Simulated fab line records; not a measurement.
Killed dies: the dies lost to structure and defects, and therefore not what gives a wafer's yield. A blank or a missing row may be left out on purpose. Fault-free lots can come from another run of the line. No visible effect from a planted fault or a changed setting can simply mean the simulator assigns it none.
Which of the tools did it?	flow nand harc	24 lots with 72 wafers sampled at 6 steps, on a route of 1302 steps

WHAT THE GAUGES READ, wafer by wafer
Not one reading of a measure or inspect step in the record can be checked against a usual standard deviation.

WHICH TOOL RAN EACH LOT (tool, then ch and the chambers of the sampled wafers, then the start)
lot	NHARC_P_M2_ETCH_28	NHARC_P_M2_PVD_20	NHARC_P_M2_PVD_21	NHARC_P_BONDPAD_CMP_32	NHARC_P_BONDPAD_ETCH_37	NHARC_A_ZERO_WELL_RTA_16
L074	rie diel-10 ch 2,3, day 6 13:15 or earlier	pvd sputter-01, day 6 13:15 or earlier	pvd sputter-01, day 6 13:15 or earlier	cmp-02 ch 2,3, day 6 13:15	rie diel-02 ch 0,1, day 6 14:22	rtp anneal-02 ch 0, day 6 19:29
L075	rie diel-11 ch 0,2, day 6 19:48 or earlier	pvd sputter-03, day 6 19:48 or earlier	pvd sputter-03, day 6 19:48 or earlier	cmp-01 ch 0,1,3, day 6 19:48	rie diel-06 ch 1,2,3, day 6 20:55	rtp anneal-01 ch 0, day 7 01:52
L076	rie diel-01 ch 0,1,3, day 7 07:48 or earlier	pvd sputter-02, day 7 07:48 or earlier	pvd sputter-02, day 7 07:48 or earlier	cmp-03 ch 0,2,3, day 7 07:48	rie diel-02 ch 0,3, day 7 08:53	rtp anneal-02 ch 0, day 7 13:57
L077	rie diel-11 ch 0,3, day 8 01:18 or earlier	pvd sputter-02, day 8 01:18 or earlier	pvd sputter-02, day 8 01:18 or earlier	cmp-02 ch 1,2, day 8 01:18	rie diel-02 ch 0,1,3, day 8 02:26	rtp anneal-01 ch 0, day 8 07:31
L078	rie diel-10 ch 0,3, day 8 05:16 or earlier	pvd sputter-02, day 8 05:16 or earlier	pvd sputter-02, day 8 05:16 or earlier	cmp-01 ch 1,2,3, day 8 05:16	rie diel-04 ch 1,2, day 8 06:12	rtp anneal-02 ch 0, day 8 11:09
L079	rie diel-11 ch 0,2,3, day 8 16:53 or earlier	pvd sputter-01, day 8 16:53 or earlier	pvd sputter-01, day 8 16:53 or earlier	cmp-02 ch 1,2, day 8 16:53	rie diel-06 ch 0,1,3, day 8 17:54	rtp anneal-01 ch 0, day 8 22:57
L080	rie diel-01 ch 0,1,3, day 9 01:01 or earlier	pvd sputter-03, day 9 01:01 or earlier	pvd sputter-03, day 9 01:01 or earlier	cmp-01 ch 0,1,2, day 9 01:01	rie diel-06 ch 0,1,2, day 9 02:00	rtp anneal-02 ch 0, day 9 07:07
L081	rie diel-10 ch 1,2,3, day 9 13:10 or earlier	pvd sputter-02, day 9 13:10 or earlier	pvd sputter-02, day 9 13:10 or earlier	cmp-02 ch 0,1,2, day 9 13:10	rie diel-06 ch 0,1, day 9 14:05	rtp anneal-02 ch 0, day 9 19:14
L082	rie diel-11 ch 0,3, day 10 05:18 or earlier	pvd sputter-02, day 10 05:18 or earlier	pvd sputter-02, day 10 05:18 or earlier	cmp-02 ch 0,1,2, day 10 05:18	rie diel-06 ch 1,2, day 10 06:24	rtp anneal-01 ch 0, day 10 11:29
L083	rie diel-01 ch 0,1,3, day 10 10:02 or earlier	pvd sputter-02, day 10 10:02 or earlier	pvd sputter-02, day 10 10:02 or earlier	cmp-02 ch 0,1,3, day 10 10:02	rie diel-06 ch 0,1,3, day 10 11:07	rtp anneal-02 ch 0, day 10 16:03
L084	rie diel-10 ch 0,2,3, day 10 23:47 or earlier	pvd sputter-02, day 10 23:47 or earlier	pvd sputter-02, day 10 23:47 or earlier	cmp-03 ch 0,1,2, day 10 23:47	rie diel-02 ch 0,1,3, day 11 00:56	rtp anneal-01 ch 0, day 11 06:01
L085	rie diel-10 ch 0,2,3, day 11 00:46 or earlier	pvd sputter-02, day 11 00:46 or earlier	pvd sputter-02, day 11 00:46 or earlier	cmp-02 ch 0,1,3, day 11 00:46	rie diel-06 ch 0,2, day 11 01:53	rtp anneal-02 ch 0, day 11 07:01
L086	rie diel-01 ch 0,3, day 11 09:49 or earlier	pvd sputter-02, day 11 09:49 or earlier	pvd sputter-02, day 11 09:49 or earlier	cmp-01 ch 0,3, day 11 09:49	rie diel-06 ch 1,2, day 11 10:55	rtp anneal-02 ch 0, day 11 15:56
L087	rie diel-10 ch 0,2, day 12 03:33 or earlier	pvd sputter-02, day 12 03:33 or earlier	pvd sputter-02, day 12 03:33 or earlier	cmp-02 ch 0,1,2, day 12 03:33	rie diel-06 ch 0,1, day 12 04:38	rtp anneal-02 ch 0, day 12 09:50
L088	rie diel-01 ch 0,1,3, day 12 16:52 or earlier	pvd sputter-03, day 12 16:52 or earlier	pvd sputter-03, day 12 16:52 or earlier	cmp-02 ch 0,1,3, day 12 16:52	rie diel-06 ch 0,1,2, day 12 17:49	rtp anneal-02 ch 0, day 12 22:56
L089	rie diel-10 ch 0,2, day 12 19:11 or earlier	pvd sputter-03, day 12 19:11 or earlier	pvd sputter-03, day 12 19:11 or earlier	cmp-01 ch 2,3, day 12 19:11	rie diel-06 ch 0,1, day 12 20:11	rtp anneal-02 ch 0, day 13 01:20
L091	rie diel-11 ch 0,2,3, day 13 16:07 or earlier	pvd sputter-01, day 13 16:07 or earlier	pvd sputter-01, day 13 16:07 or earlier	cmp-01 ch 0,1, day 13 16:07	rie diel-04 ch 0,2, day 13 17:13	rtp anneal-02 ch 0, day 13 22:38
L090	rie diel-11 ch 0,3, day 13 16:59 or earlier	pvd sputter-03, day 13 16:59 or earlier	pvd sputter-03, day 13 16:59 or earlier	cmp-01 ch 0,3, day 13 16:59	rie diel-04 ch 0,1,3, day 13 18:05	rtp anneal-02 ch 0, day 13 23:25
L093	rie diel-11 ch 0,1,3, day 14 08:33 or earlier	pvd sputter-02, day 14 08:33 or earlier	pvd sputter-02, day 14 08:33 or earlier	cmp-02 ch 0,2,3, day 14 08:33	rie diel-06 ch 0,1,2, day 14 09:38	rtp anneal-02 ch 0, day 14 14:53
L092	rie diel-10 ch 0,1,2, day 14 08:55 or earlier	pvd sputter-03, day 14 08:55 or earlier	pvd sputter-03, day 14 08:55 or earlier	cmp-03 ch 1,3, day 14 08:55	rie diel-04 ch 0,1, day 14 10:01	rtp anneal-02 ch 0, day 14 15:26
L094	rie diel-11 ch 0,2,3, day 14 23:55 or earlier	pvd sputter-02, day 14 23:55 or earlier	pvd sputter-02, day 14 23:55 or earlier	cmp-02 ch 2,3, day 14 23:55	rie diel-02 ch 2,3, day 15 01:02	rtp anneal-02 ch 0, day 15 06:07
L095	rie diel-01 ch 0,1,3, day 15 13:44 or earlier	pvd sputter-01, day 15 13:44 or earlier	pvd sputter-01, day 15 13:44 or earlier	cmp-02 ch 2,3, day 15 13:44	rie diel-02 ch 1,2,3, day 15 14:50	rtp anneal-02 ch 0, day 15 19:49
L096	rie diel-11 ch 0,1,2, day 15 21:20 or earlier	pvd sputter-02, day 15 21:20 or earlier	pvd sputter-02, day 15 21:20 or earlier	cmp-03 ch 2,3, day 15 21:20	rie diel-06 ch 0,3, day 15 22:26	rtp anneal-02 ch 0, day 16 03:32
L097	rie diel-11 ch 2,3, day 16 10:16 or earlier	pvd sputter-03, day 16 10:16 or earlier	pvd sputter-03, day 16 10:16 or earlier	cmp-03 ch 0,1,2, day 16 10:16	rie diel-04 ch 0,3, day 16 11:21	rtp anneal-02 ch 0, day 16 16:42
- NHARC_P_M2_ETCH_28: etches the open film in CF4/N2, target depth 30 nm, time 72.99 s.
- NHARC_P_M2_PVD_20: deposits TaN, target thk 5 nm, time 8.06 s.
- NHARC_P_M2_PVD_21: deposits Cu, target thk 30 nm, time 20.49 s.
- NHARC_P_BONDPAD_CMP_32: polishes SiCN, target thk 200 nm.
- NHARC_P_BONDPAD_ETCH_37: etches the open film in N2/H2, target depth 60 nm, overetch 18 nm, time 65.91 s.
- NHARC_A_ZERO_WELL_RTA_16: time 10 s.

AS READ BY THE TOOLS THEMSELVES (means over the sampled wafers that have a number; for cases with no such wafer, the mark the record gives instead)
NHARC_P_M2_ETCH_28. Usual: drypump motor current A 5.8 A, standard deviation 0.42; oes product au 0.999 a.u., standard deviation 0.0094; rf vpp V 313.7 V, standard deviation 1.7; showerhead plenum p Torr 2.60 Torr, standard deviation 0.087; throttle valve pct 19.795 %, standard deviation 0.0091.
lot	tool	drypump motor current A (A)	oes product au (a.u.)	rf vpp V (V)	showerhead plenum p Torr (Torr)	throttle valve pct (%)	flag
L074	rie diel-10	5.4	1.010	313.4	2.66	19.794	
L075	rie diel-11	6.1	0.989	314.2	2.58	19.795	
L076	rie diel-01	6.0	0.999	314.1	2.60	19.809	
L077	rie diel-11	5.7	1.001	314.7	2.62	19.788	
L078	rie diel-10	5.9	1.005	314.8	2.66	19.801	
L079	rie diel-11	5.9	0.994	312.9	2.60	19.790	
L080	rie diel-01	6.1	0.994	313.1	2.60	19.807	
L081	rie diel-10	5.6	1.010	313.7	2.60	19.795	
L082	rie diel-11	5.7	0.994	314.3	2.61	19.792	
L083	rie diel-01	6.1	0.998	313.8	2.60	19.791	
L084	rie diel-10	5.7	0.997	314.6	2.64	19.801	
L085	rie diel-10	5.7	1.002	314.2	2.64	19.790	
L086	rie diel-01	5.9	1.005	314.1	2.61	19.800	
L087	rie diel-10	5.9	1.002	313.7	2.61	19.791	
L088	rie diel-01	6.1	1.005	313.2	2.60	19.788	
L089	rie diel-10	5.9	0.999	313.4	2.60	19.797	
L091	rie diel-11	5.8	1.000	313.6	2.59	19.791	
L090	rie diel-11	5.7	1.004	314.5	2.61	19.791	
L093	rie diel-11	5.6	1.007	313.3	2.61	19.790	
L092	rie diel-10	5.8	0.998	312.9	2.56	19.797	
L094	rie diel-11	5.9	1.011	313.8	2.59	19.789	
L095	rie diel-01	6.1	1.001	313.9	2.59	19.785	
L096	rie diel-11	5.8	0.992	313.6	2.59	19.800	
L097	rie diel-11	5.6	1.004	311.8	2.50	19.797	

NHARC_P_M2_PVD_20. Usual: throttle valve pct 29.9 %, standard deviation 0.88.
lot	tool	throttle valve pct (%)	flag
L074	pvd sputter-01	29.7	
L075	pvd sputter-03	29.9	
L076	pvd sputter-02	30.2	
L077	pvd sputter-02	31.3	
L078	pvd sputter-02	30.6	
L079	pvd sputter-01	29.8	
L080	pvd sputter-03	28.9	
L081	pvd sputter-02	29.7	
L082	pvd sputter-02	30.0	
L083	pvd sputter-02	30.6	
L084	pvd sputter-02	30.3	
L085	pvd sputter-02	30.5	
L086	pvd sputter-02	30.0	
L087	pvd sputter-02	30.4	
L088	pvd sputter-03	29.2	
L089	pvd sputter-03	29.5	
L091	pvd sputter-01	29.6	
L090	pvd sputter-03	28.9	
L093	pvd sputter-02	30.2	
L092	pvd sputter-03	29.6	
L094	pvd sputter-02	30.0	
L095	pvd sputter-01	29.8	
L096	pvd sputter-02	30.3	
L097	pvd sputter-03	29.7	

NHARC_P_M2_PVD_21. Usual: throttle valve pct 30.0 %, standard deviation 0.91.
lot	tool	throttle valve pct (%)	flag
L074	pvd sputter-01	29.8	
L075	pvd sputter-03	30.1	
L076	pvd sputter-02	29.8	
L077	pvd sputter-02	30.6	
L078	pvd sputter-02	30.9	
L079	pvd sputter-01	29.5	
L080	pvd sputter-03	29.7	
L081	pvd sputter-02	30.9	
L082	pvd sputter-02	30.5	
L083	pvd sputter-02	29.7	
L084	pvd sputter-02	29.8	
L085	pvd sputter-02	31.0	
L086	pvd sputter-02	30.7	
L087	pvd sputter-02	30.0	
L088	pvd sputter-03	30.0	
L089	pvd sputter-03	28.7	
L091	pvd sputter-01	29.6	
L090	pvd sputter-03	29.0	
L093	pvd sputter-02	30.4	
L092	pvd sputter-03	29.6	
L094	pvd sputter-02	30.0	
L095	pvd sputter-01	30.5	
L096	pvd sputter-02	30.0	
L097	pvd sputter-03	29.8	

NHARC_P_BONDPAD_CMP_32. Usual: motor current A 12.2 A, standard deviation 0.87; retaining ring pressure frac 1.000, standard deviation 0.0046.
lot	tool	motor current A (A)	retaining ring pressure frac	flag
L074	cmp-02	12.4	1.005	
L075	cmp-01	12.5	0.998	
L076	cmp-03	12.3	1.002	
L077	cmp-02	11.8	1.000	
L078	cmp-01	11.3	1.001	
L079	cmp-02	11.7	0.997	
L080	cmp-01	12.4	0.995	
L081	cmp-02	12.5	0.996	
L082	cmp-02	12.1	1.002	
L083	cmp-02	12.7	0.999	
L084	cmp-03	11.7	0.997	
L085	cmp-02	12.6	1.002	
L086	cmp-01	11.6	0.998	
L087	cmp-02	12.3	1.004	
L088	cmp-02	13.2	1.000	
L089	cmp-01	11.6	0.999	
L091	cmp-01	12.4	1.004	
L090	cmp-01	12.5	1.003	
L093	cmp-02	12.7	0.998	
L092	cmp-03	10.9	0.996	
L094	cmp-02	12.1	1.003	
L095	cmp-02	13.0	1.000	
L096	cmp-03	12.6	1.000	
L097	cmp-03	11.6	0.996	

NHARC_P_BONDPAD_ETCH_37. Usual: drypump motor current A 6.0 A, standard deviation 0.4; oes product au 1.002 a.u., standard deviation 0.0098; rf vpp V 430.9 V, standard deviation 2.5; showerhead plenum p Torr 2.06 Torr, standard deviation 0.092; throttle valve pct 14.172 %, standard deviation 0.0093.
lot	tool	drypump motor current A (A)	oes product au (a.u.)	rf vpp V (V)	showerhead plenum p Torr (Torr)	throttle valve pct (%)	flag
L074	rie diel-02	6.3	1.002	432.1	2.11	14.176	
L075	rie diel-06	6.1	0.995	430.8	2.03	14.173	
L076	rie diel-02	6.1	0.996	429.7	2.01	14.173	
L077	rie diel-02	6.1	1.011	432.4	2.08	14.175	
L078	rie diel-04	5.2	1.016	432.2	2.11	14.170	
L079	rie diel-06	6.0	1.007	429.7	2.02	14.166	
L080	rie diel-06	6.2	0.994	431.4	2.05	14.173	
L081	rie diel-06	6.0	0.998	431.3	2.09	14.172	
L082	rie diel-06	6.1	0.989	432.2	2.10	14.177	
L083	rie diel-06	5.9	1.002	429.5	2.02	14.168	
L084	rie diel-02	6.1	1.004	431.4	2.08	14.173	
L085	rie diel-06	6.2	0.992	429.2	1.99	14.167	
L086	rie diel-06	6.1	0.992	432.2	2.10	14.184	
L087	rie diel-06	6.0	1.009	431.8	2.09	14.168	
L088	rie diel-06	6.2	1.008	430.9	2.05	14.166	
L089	rie diel-06	6.0	1.005	431.6	2.09	14.172	
L091	rie diel-04	5.1	1.007	433.6	2.14	14.169	
L090	rie diel-04	5.7	1.003	433.6	2.13	14.167	
L093	rie diel-06	6.2	1.012	430.9	2.05	14.182	
L092	rie diel-04	5.5	1.010	432.3	2.11	14.170	
L094	rie diel-02	5.9	1.000	432.3	2.08	14.170	
L095	rie diel-02	6.1	1.004	431.3	2.10	14.171	
L096	rie diel-06	6.0	1.004	428.2	1.96	14.182	
L097	rie diel-04	5.6	0.995	432.9	2.16	14.173	

NHARC_A_ZERO_WELL_RTA_16. Usual: lamp power pct 31.3 %, standard deviation 0.48; lamp_zone_6_pct 31.2 %, standard deviation 0.48; wafer_temp_C_max 1003.6, standard deviation 0.73.
lot	tool	lamp power pct (%)	lamp_zone_6_pct (%)	wafer_temp_C_max	flag
L074	rtp anneal-02	31.0	31.0	1002.9	
L075	rtp anneal-01	32.2	32.1	1003.6	
L076	rtp anneal-02	31.0	31.0	1002.7	
L077	rtp anneal-01	32.3	32.2	1003.6	
L078	rtp anneal-02	31.1	31.0	1003.1	
L079	rtp anneal-01	32.2	32.1	1003.3	
L080	rtp anneal-02	31.1	31.0	1003.9	
L081	rtp anneal-02	31.0	30.9	1003.3	
L082	rtp anneal-01	32.2	32.1	1003.9	
L083	rtp anneal-02	31.1	31.0	1003.9	
L084	rtp anneal-01	32.2	32.1	1003.6	
L085	rtp anneal-02	31.1	31.0	1003.9	
L086	rtp anneal-02	31.0	31.0	1004.5	
L087	rtp anneal-02	31.0	31.0	1003.9	
L088	rtp anneal-02	31.0	31.0	1003.6	
L089	rtp anneal-02	31.1	31.0	1003.4	
L091	rtp anneal-02	31.0	31.0	1003.7	
L090	rtp anneal-02	31.0	30.9	1003.5	
L093	rtp anneal-02	31.0	30.9	1003.3	
L092	rtp anneal-02	31.0	31.0	1004.5	
L094	rtp anneal-02	31.1	31.0	1003.5	
L095	rtp anneal-02	31.0	31.0	1003.7	
L096	rtp anneal-02	31.0	30.9	1003.5	
L097	rtp anneal-02	31.0	31.0	1002.9	

THE ANSWER, worked out from the rows above alone
Rule: lot off if the mean of its wafers having a number is beyond 3 standard deviations from the usual mean. Also off: a lot with no number at a reading for which 4 or more lots have one. All remaining lots with rows at the step are treated as sound. Order of review: gauges by route order, followed by the tools' own readings, for which a lot's mean as printed above is used. The first step at which some lot is off is used, and at that step the reading that is off furthest; a lot without a number counts as furthest.
No lot is off on any of the readings shown, so nothing can be concluded from this.

WHAT HAD BEEN PUT IN BY THE SIMULATOR
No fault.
